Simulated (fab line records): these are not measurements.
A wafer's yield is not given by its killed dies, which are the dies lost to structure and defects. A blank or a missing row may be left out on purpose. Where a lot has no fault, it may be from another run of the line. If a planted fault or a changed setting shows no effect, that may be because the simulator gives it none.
Which tool is to blame? || flow n5-finfet || Sampling: 10 lots, 28 wafers, 5 of 1938 route steps

## WHAT THE GAUGES SHOWED, per wafer
N5_BEOL_M4_RC_MEAS_101. Usual: DIBL_N 37.0 mV/V, standard deviation 2.3; DIBL_P 37.3 mV/V, standard deviation 2.8; IOFF_N 0.17 nA/um, standard deviation 0.046; IOFF_P 0.23 nA/um, standard deviation 0.054; ION_N 675 uA/um, standard deviation 14; ION_P 460 uA/um, standard deviation 9.3; SS_N 71.7 mV/dec, standard deviation 0.73; SS_P 73.6 mV/dec, standard deviation 0.95; VT_N 249 mV, standard deviation 3.9; VT_P -250 mV, standard deviation 3.9.
{"lot": "L193", "measured": "day 7 23:18", "on": "prober-02", "DIBL_N (mV/V)": "40.3 37.1 43.8", "DIBL_P (mV/V)": "40.9 35.4 44.8", "IOFF_N (nA/um)": "0.23 0.15 0.36", "IOFF_P (nA/um)": "0.31 0.21 0.42", "ION_N (uA/um)": "680 676 712", "ION_P (uA/um)": "471 464 478", "SS_N (mV/dec)": "72.2 71.3 73.7", "SS_P (mV/dec)": "74.8 73.7 76.2", "VT_N (mV)": "243 251 240", "VT_P (mV)": "-246 -251 -243", "flag": ""}
{"lot": "L194", "measured": "day 8 02:19", "on": "prober-02", "DIBL_N (mV/V)": "37.4 36.8 39.6", "DIBL_P (mV/V)": "37.6 37.4 40.9", "IOFF_N (nA/um)": "0.19 0.17 0.25", "IOFF_P (nA/um)": "0.22 0.22 0.29", "ION_N (uA/um)": "677 667 688", "ION_P (uA/um)": "457 453 457", "SS_N (mV/dec)": "72.1 71.1 72.2", "SS_P (mV/dec)": "73.7 75.0 76.1", "VT_N (mV)": "250 249 245", "VT_P (mV)": "-249 -251 -248", "flag": ""}
{"lot": "L198", "measured": "day 9 09:13", "on": "prober-01", "DIBL_N (mV/V)": "36.5 34.8 40.1", "DIBL_P (mV/V)": "38.2 36.0 43.2", "IOFF_N (nA/um)": "0.19 0.14 0.28", "IOFF_P (nA/um)": "0.25 0.21 0.37", "ION_N (uA/um)": "691 653 701", "ION_P (uA/um)": "469 455 483", "SS_N (mV/dec)": "72.1 71.9 72.7", "SS_P (mV/dec)": "73.1 71.4 74.5", "VT_N (mV)": "246 251 242", "VT_P (mV)": "-247 -248 -242", "flag": ""}
{"lot": "L199", "measured": "day 9 08:11", "on": "prober-02", "DIBL_N (mV/V)": "35.3 38.5 39.3", "DIBL_P (mV/V)": "36.6 39.5 40.8", "IOFF_N (nA/um)": "0.15 0.22 0.23", "IOFF_P (nA/um)": "0.19 0.25 0.27", "ION_N (uA/um)": "670 703 706", "ION_P (uA/um)": "458 474 471", "SS_N (mV/dec)": "71.4 72.1 72.3", "SS_P (mV/dec)": "73.1 73.8 74.8", "VT_N (mV)": "253 245 248", "VT_P (mV)": "-255 -251 -249", "flag": ""}
{"lot": "L202", "measured": "day 10 06:52", "on": "prober-02", "DIBL_N (mV/V)": "35.7 41.2", "DIBL_P (mV/V)": "35.0 42.4", "IOFF_N (nA/um)": "0.15 0.27", "IOFF_P (nA/um)": "0.23 0.37", "ION_N (uA/um)": "677 700", "ION_P (uA/um)": "468 473", "SS_N (mV/dec)": "71.5 73.1", "SS_P (mV/dec)": "73.0 74.4", "VT_N (mV)": "250 244", "VT_P (mV)": "-246 -243", "flag": ""}
{"lot": "L203", "measured": "day 10 09:41", "on": "prober-01", "DIBL_N (mV/V)": "34.9 34.1 34.6", "DIBL_P (mV/V)": "32.9 32.0 33.9", "IOFF_N (nA/um)": "0.14 0.11 0.12", "IOFF_P (nA/um)": "0.19 0.18 0.20", "ION_N (uA/um)": "681 654 669", "ION_P (uA/um)": "474 455 466", "SS_N (mV/dec)": "71.4 71.5 71.9", "SS_P (mV/dec)": "73.1 72.2 72.5", "VT_N (mV)": "250 257 254", "VT_P (mV)": "-248 -250 -250", "flag": ""}
{"lot": "L204", "measured": "day 10 19:25", "on": "prober-01", "DIBL_N (mV/V)": "37.4 37.1", "DIBL_P (mV/V)": "35.9 36.5", "IOFF_N (nA/um)": "0.17 0.15", "IOFF_P (nA/um)": "0.19 0.20", "ION_N (uA/um)": "670 650", "ION_P (uA/um)": "458 450", "SS_N (mV/dec)": "71.4 71.0", "SS_P (mV/dec)": "73.9 72.9", "VT_N (mV)": "247 252", "VT_P (mV)": "-251 -251", "flag": ""}
{"lot": "L208", "measured": "day 12 11:37", "on": "prober-01", "DIBL_N (mV/V)": "36.8 39.9 36.6", "DIBL_P (mV/V)": "37.9 41.1 36.6", "IOFF_N (nA/um)": "0.16 0.19 0.16", "IOFF_P (nA/um)": "0.22 0.27 0.19", "ION_N (uA/um)": "677 679 673", "ION_P (uA/um)": "459 466 457", "SS_N (mV/dec)": "71.4 72.4 71.0", "SS_P (mV/dec)": "72.9 74.2 73.1", "VT_N (mV)": "249 248 248", "VT_P (mV)": "-250 -249 -252", "flag": ""}
{"lot": "L214", "measured": "day 13 20:28", "on": "prober-01", "DIBL_N (mV/V)": "37.8 38.4 40.4", "DIBL_P (mV/V)": "36.6 36.6 38.7", "IOFF_N (nA/um)": "0.16 0.16 0.22", "IOFF_P (nA/um)": "0.20 0.21 0.24", "ION_N (uA/um)": "677 656 668", "ION_P (uA/um)": "459 444 451", "SS_N (mV/dec)": "71.3 71.8 72.2", "SS_P (mV/dec)": "73.3 72.9 73.2", "VT_N (mV)": "250 253 247", "VT_P (mV)": "-256 -252 -253", "flag": ""}
{"lot": "L215", "measured": "day 14 07:43", "on": "prober-02", "DIBL_N (mV/V)": "37.7 40.0 35.8", "DIBL_P (mV/V)": "38.9 40.9 37.0", "IOFF_N (nA/um)": "0.19 0.24 0.15", "IOFF_P (nA/um)": "0.28 0.30 0.23", "ION_N (uA/um)": "670 696 677", "ION_P (uA/um)": "460 474 471", "SS_N (mV/dec)": "72.9 73.1 71.6", "SS_P (mV/dec)": "73.9 74.6 73.2", "VT_N (mV)": "249 244 250", "VT_P (mV)": "-247 -245 -248", "flag": ""}

## EACH LOT AND THE TOOL THAT RAN IT (in order: tool; ch and the chambers of the sampled wafers; start)
{"lot": "L193", "N5_FIN_SAQP_ETCH_69": "rie-diel-03 ch 1,2,3, day 2 00:32", "N5_FIN_SAQP_RECESS_71": "vapor-etch-01 ch 0,1, day 2 00:42", "N5_FIN_SAQP_HM_OPEN_33": "rie-diel-01 ch 0,3, day 2 01:23", "N5_FIN_SAQP_HM_CD_35": "cd-sem-01, day 2 01:36"}
{"lot": "L194", "N5_FIN_SAQP_ETCH_69": "rie-diel-05 ch 0,1,2, day 2 07:58", "N5_FIN_SAQP_RECESS_71": "vapor-etch-01 ch 0,1, day 2 08:10", "N5_FIN_SAQP_HM_OPEN_33": "rie-diel-03 ch 2,3, day 2 08:53", "N5_FIN_SAQP_HM_CD_35": "cd-sem-03, day 2 09:07"}
{"lot": "L198", "N5_FIN_SAQP_ETCH_69": "rie-diel-01 ch 2,3, day 3 08:13", "N5_FIN_SAQP_RECESS_71": "vapor-etch-01 ch 0,1, day 3 08:23", "N5_FIN_SAQP_HM_OPEN_33": "rie-diel-05 ch 1,2,3, day 3 10:40", "N5_FIN_SAQP_HM_CD_35": "cd-sem-02, day 3 10:53"}
{"lot": "L199", "N5_FIN_SAQP_ETCH_69": "rie-diel-01 ch 1,3, day 3 14:40", "N5_FIN_SAQP_RECESS_71": "vapor-etch-02 ch 0,1, day 3 14:49", "N5_FIN_SAQP_HM_OPEN_33": "rie-diel-01 ch 0,1, day 3 17:01", "N5_FIN_SAQP_HM_CD_35": "cd-sem-03, day 3 17:14"}
{"lot": "L202", "N5_FIN_SAQP_ETCH_69": "rie-diel-05 ch 0,1, day 4 06:56", "N5_FIN_SAQP_RECESS_71": "vapor-etch-02 ch 0,1, day 4 07:08", "N5_FIN_SAQP_HM_OPEN_33": "rie-diel-05 ch 0,1, day 4 07:49", "N5_FIN_SAQP_HM_CD_35": "cd-sem-02, day 4 08:01"}
{"lot": "L203", "N5_FIN_SAQP_ETCH_69": "rie-diel-05 ch 0,1, day 4 13:13", "N5_FIN_SAQP_RECESS_71": "vapor-etch-01 ch 0,1, day 4 13:25", "N5_FIN_SAQP_HM_OPEN_33": "rie-diel-05 ch 1,2,3, day 4 14:05", "N5_FIN_SAQP_HM_CD_35": "cd-sem-02, day 4 14:19"}
{"lot": "L204", "N5_FIN_SAQP_ETCH_69": "rie-diel-05 ch 1, day 4 20:31", "N5_FIN_SAQP_RECESS_71": "vapor-etch-01 ch 0,1, day 4 20:41", "N5_FIN_SAQP_HM_OPEN_33": "rie-diel-05 ch 0,3, day 4 21:36", "N5_FIN_SAQP_HM_CD_35": "cd-sem-03, day 4 21:49"}
{"lot": "L208", "N5_FIN_SAQP_ETCH_69": "rie-diel-03 ch 2,3, day 5 19:27", "N5_FIN_SAQP_RECESS_71": "vapor-etch-01 ch 0,1, day 5 19:39", "N5_FIN_SAQP_HM_OPEN_33": "rie-diel-03 ch 0,1,3, day 5 20:20", "N5_FIN_SAQP_HM_CD_35": "cd-sem-03, day 5 20:33"}
{"lot": "L214", "N5_FIN_SAQP_ETCH_69": "rie-diel-01 ch 0,1, day 7 07:22", "N5_FIN_SAQP_RECESS_71": "vapor-etch-02 ch 0,1, day 7 07:32", "N5_FIN_SAQP_HM_OPEN_33": "rie-diel-05 ch 0,3, day 7 09:09", "N5_FIN_SAQP_HM_CD_35": "cd-sem-02, day 7 09:22"}
{"lot": "L215", "N5_FIN_SAQP_ETCH_69": "rie-diel-01 ch 1,2,3, day 7 13:27", "N5_FIN_SAQP_RECESS_71": "vapor-etch-01 ch 0,1, day 7 13:37", "N5_FIN_SAQP_HM_OPEN_33": "rie-diel-03 ch 0,2,3, day 7 14:32", "N5_FIN_SAQP_HM_CD_35": "cd-sem-02, day 7 14:44"}
- N5_FIN_SAQP_ETCH_69: etches SOC in N2/H2, stops on SiNx, target depth 150 nm.
- N5_FIN_SAQP_RECESS_71: chemistry HF/NH3, target SiO2, target depth 3 nm, afs cycles 1, sublimation time 60 s.
- N5_FIN_SAQP_HM_OPEN_33: chemistry CH3F/O2, target SiNx, target depth 49.4 nm, time 70.6 s.
- N5_FIN_SAQP_HM_CD_35: target cd 8 nm.

## WHAT THE TOOLS THEMSELVES READ (means of the sampled wafers that have a number; where no wafer has one, the mark that the record gives instead)
N5_FIN_SAQP_ETCH_69. Usual: drypump-motor-current-A 5.6 A, standard deviation 0.51; oes-product-au 0.73 a.u., standard deviation 0.065; rf-vpp-V 240.6 V, standard deviation 1.4; showerhead-plenum-p-Torr 2.54 Torr, standard deviation 0.087; throttle-valve-pct 17.76 %, standard deviation 0.25.
{"lot": "L193", "tool": "rie-diel-03", "drypump-motor-current-A (A)": 5.5, "oes-product-au (a.u.)": 0.75, "rf-vpp-V (V)": 239.3, "showerhead-plenum-p-Torr (Torr)": 2.50, "throttle-valve-pct (%)": 17.82, "flag": ""}
{"lot": "L194", "tool": "rie-diel-05", "drypump-motor-current-A (A)": 5.6, "oes-product-au (a.u.)": 0.74, "rf-vpp-V (V)": 240.4, "showerhead-plenum-p-Torr (Torr)": 2.51, "throttle-valve-pct (%)": 17.71, "flag": ""}
{"lot": "L198", "tool": "rie-diel-01", "drypump-motor-current-A (A)": 5.6, "oes-product-au (a.u.)": 0.70, "rf-vpp-V (V)": 238.9, "showerhead-plenum-p-Torr (Torr)": 2.44, "throttle-valve-pct (%)": 17.66, "flag": ""}
{"lot": "L199", "tool": "rie-diel-01", "drypump-motor-current-A (A)": 5.9, "oes-product-au (a.u.)": 0.72, "rf-vpp-V (V)": 241.6, "showerhead-plenum-p-Torr (Torr)": 2.60, "throttle-valve-pct (%)": 17.80, "flag": ""}
{"lot": "L202", "tool": "rie-diel-05", "drypump-motor-current-A (A)": 5.3, "oes-product-au (a.u.)": 0.72, "rf-vpp-V (V)": 241.9, "showerhead-plenum-p-Torr (Torr)": 2.52, "throttle-valve-pct (%)": 17.57, "flag": ""}
{"lot": "L203", "tool": "rie-diel-05", "drypump-motor-current-A (A)": 5.3, "oes-product-au (a.u.)": 0.73, "rf-vpp-V (V)": 241.0, "showerhead-plenum-p-Torr (Torr)": 2.52, "throttle-valve-pct (%)": 17.61, "flag": ""}
{"lot": "L204", "tool": "rie-diel-05", "drypump-motor-current-A (A)": 5.4, "oes-product-au (a.u.)": 0.73, "rf-vpp-V (V)": 240.8, "showerhead-plenum-p-Torr (Torr)": 2.52, "throttle-valve-pct (%)": 17.71, "flag": ""}
{"lot": "L208", "tool": "rie-diel-03", "drypump-motor-current-A (A)": 5.3, "oes-product-au (a.u.)": 0.72, "rf-vpp-V (V)": 240.4, "showerhead-plenum-p-Torr (Torr)": 2.50, "throttle-valve-pct (%)": 17.95, "flag": ""}
{"lot": "L214", "tool": "rie-diel-01", "drypump-motor-current-A (A)": 6.0, "oes-product-au (a.u.)": 0.70, "rf-vpp-V (V)": 242.5, "showerhead-plenum-p-Torr (Torr)": 2.63, "throttle-valve-pct (%)": 17.91, "flag": ""}
{"lot": "L215", "tool": "rie-diel-01", "drypump-motor-current-A (A)": 5.8, "oes-product-au (a.u.)": 0.85, "rf-vpp-V (V)": 241.0, "showerhead-plenum-p-Torr (Torr)": 2.61, "throttle-valve-pct (%)": 17.49, "flag": ""}

N5_FIN_SAQP_RECESS_71. Usual: drypump-motor-current-A reads 5.6 A (standard deviation 0.67).
{"lot": "L193", "tool": "vapor-etch-01", "drypump-motor-current-A (A)": 5.8, "flag": ""}
{"lot": "L194", "tool": "vapor-etch-01", "drypump-motor-current-A (A)": 5.8, "flag": ""}
{"lot": "L198", "tool": "vapor-etch-01", "drypump-motor-current-A (A)": 6.3, "flag": ""}
{"lot": "L199", "tool": "vapor-etch-02", "drypump-motor-current-A (A)": 5.3, "flag": ""}
{"lot": "L202", "tool": "vapor-etch-02", "drypump-motor-current-A (A)": 5.2, "flag": ""}
{"lot": "L203", "tool": "vapor-etch-01", "drypump-motor-current-A (A)": 5.8, "flag": ""}
{"lot": "L204", "tool": "vapor-etch-01", "drypump-motor-current-A (A)": 6.1, "flag": ""}
{"lot": "L208", "tool": "vapor-etch-01", "drypump-motor-current-A (A)": 5.8, "flag": ""}
{"lot": "L214", "tool": "vapor-etch-02", "drypump-motor-current-A (A)": 5.1, "flag": ""}
{"lot": "L215", "tool": "vapor-etch-01", "drypump-motor-current-A (A)": 5.8, "flag": ""}

N5_FIN_SAQP_HM_OPEN_33. Usual: for drypump-motor-current-A, 5.6 A with a standard deviation of 0.48; for etch-rf-on-time-s, 69.5 s with a standard deviation of 1.9; for oes_o_777_au, 0.75 a.u. with a standard deviation of 0.065; for oes-product-au, 0.63 a.u. with a standard deviation of 0.051; for rf-vpp-V, 295 V with a standard deviation of 7; for showerhead-plenum-p-Torr, 2.00 Torr with a standard deviation of 0.069; for throttle-valve-pct, 16.33 % with a standard deviation of 0.16.
{"lot": "L193", "tool": "rie-diel-01", "drypump-motor-current-A (A)": 5.9, "etch-rf-on-time-s (s)": 69.2, "oes_o_777_au (a.u.)": 0.73, "oes-product-au (a.u.)": 0.62, "rf-vpp-V (V)": 303, "showerhead-plenum-p-Torr (Torr)": 2.04, "throttle-valve-pct (%)": 16.31, "flag": ""}
{"lot": "L194", "tool": "rie-diel-03", "drypump-motor-current-A (A)": 5.9, "etch-rf-on-time-s (s)": 68.4, "oes_o_777_au (a.u.)": 0.79, "oes-product-au (a.u.)": 0.67, "rf-vpp-V (V)": 293, "showerhead-plenum-p-Torr (Torr)": 1.95, "throttle-valve-pct (%)": 16.38, "flag": ""}
{"lot": "L198", "tool": "rie-diel-05", "drypump-motor-current-A (A)": 5.5, "etch-rf-on-time-s (s)": 69.0, "oes_o_777_au (a.u.)": 0.76, "oes-product-au (a.u.)": 0.64, "rf-vpp-V (V)": 292, "showerhead-plenum-p-Torr (Torr)": 2.00, "throttle-valve-pct (%)": 16.40, "flag": ""}
{"lot": "L199", "tool": "rie-diel-01", "drypump-motor-current-A (A)": 5.9, "etch-rf-on-time-s (s)": 68.4, "oes_o_777_au (a.u.)": 0.75, "oes-product-au (a.u.)": 0.63, "rf-vpp-V (V)": 306, "showerhead-plenum-p-Torr (Torr)": 2.08, "throttle-valve-pct (%)": 16.33, "flag": ""}
{"lot": "L202", "tool": "rie-diel-05", "drypump-motor-current-A (A)": 5.3, "etch-rf-on-time-s (s)": 71.2, "oes_o_777_au (a.u.)": 0.73, "oes-product-au (a.u.)": 0.62, "rf-vpp-V (V)": 288, "showerhead-plenum-p-Torr (Torr)": 1.99, "throttle-valve-pct (%)": 16.26, "flag": ""}
{"lot": "L203", "tool": "rie-diel-05", "drypump-motor-current-A (A)": 5.5, "etch-rf-on-time-s (s)": 68.1, "oes_o_777_au (a.u.)": 0.76, "oes-product-au (a.u.)": 0.63, "rf-vpp-V (V)": 291, "showerhead-plenum-p-Torr (Torr)": 1.99, "throttle-valve-pct (%)": 16.41, "flag": ""}
{"lot": "L204", "tool": "rie-diel-05", "drypump-motor-current-A (A)": 5.0, "etch-rf-on-time-s (s)": 70.8, "oes_o_777_au (a.u.)": 0.76, "oes-product-au (a.u.)": 0.62, "rf-vpp-V (V)": 292, "showerhead-plenum-p-Torr (Torr)": 2.04, "throttle-valve-pct (%)": 16.20, "flag": ""}
{"lot": "L208", "tool": "rie-diel-03", "drypump-motor-current-A (A)": 5.7, "etch-rf-on-time-s (s)": 69.0, "oes_o_777_au (a.u.)": 0.82, "oes-product-au (a.u.)": 0.70, "rf-vpp-V (V)": 294, "showerhead-plenum-p-Torr (Torr)": 1.94, "throttle-valve-pct (%)": 16.31, "flag": ""}
{"lot": "L214", "tool": "rie-diel-05", "drypump-motor-current-A (A)": 4.9, "etch-rf-on-time-s (s)": 64.5, "oes_o_777_au (a.u.)": 0.75, "oes-product-au (a.u.)": 0.65, "rf-vpp-V (V)": 293, "showerhead-plenum-p-Torr (Torr)": 2.04, "throttle-valve-pct (%)": 16.28, "flag": ""}
{"lot": "L215", "tool": "rie-diel-03", "drypump-motor-current-A (A)": 5.4, "etch-rf-on-time-s (s)": 70.0, "oes_o_777_au (a.u.)": 0.79, "oes-product-au (a.u.)": 0.68, "rf-vpp-V (V)": 295, "showerhead-plenum-p-Torr (Torr)": 2.02, "throttle-valve-pct (%)": 16.35, "flag": ""}

N5_FIN_SAQP_HM_CD_35. Usual: cd-nm reads 8.2 nm (standard deviation 0.3).
{"lot": "L193", "tool": "cd-sem-01", "cd-nm (nm)": 8.4, "flag": ""}
{"lot": "L194", "tool": "cd-sem-03", "cd-nm (nm)": 8.5, "flag": ""}
{"lot": "L198", "tool": "cd-sem-02", "cd-nm (nm)": 8.2, "flag": ""}
{"lot": "L199", "tool": "cd-sem-03", "cd-nm (nm)": 8.4, "flag": ""}
{"lot": "L202", "tool": "cd-sem-02", "cd-nm (nm)": 8.1, "flag": ""}
{"lot": "L203", "tool": "cd-sem-02", "cd-nm (nm)": 8.1, "flag": ""}
{"lot": "L204", "tool": "cd-sem-03", "cd-nm (nm)": 8.3, "flag": ""}
{"lot": "L208", "tool": "cd-sem-03", "cd-nm (nm)": 8.0, "flag": ""}
{"lot": "L214", "tool": "cd-sem-02", "cd-nm (nm)": 8.3, "flag": ""}
{"lot": "L215", "tool": "cd-sem-02", "cd-nm (nm)": 8.0, "flag": ""}

## THE ANSWER, worked out from the rows above alone
Rule: a lot is off if the mean of its wafers that have a number lies more than 3 standard deviations from the usual mean. A lot without any number at a reading at which 4 lots or more have one is off too. All remaining lots with rows at the step are treated as sound. After the gauges, taken in route order, come the tools' own readings; for these a lot's mean is taken, as printed above. At the first step where some lot is off, the reading lying furthest off is the one used; lots without a number count as furthest.
No lot is off on any of the readings shown, so nothing can be concluded from this.

## WHAT THE SIMULATOR HAD PUT IN
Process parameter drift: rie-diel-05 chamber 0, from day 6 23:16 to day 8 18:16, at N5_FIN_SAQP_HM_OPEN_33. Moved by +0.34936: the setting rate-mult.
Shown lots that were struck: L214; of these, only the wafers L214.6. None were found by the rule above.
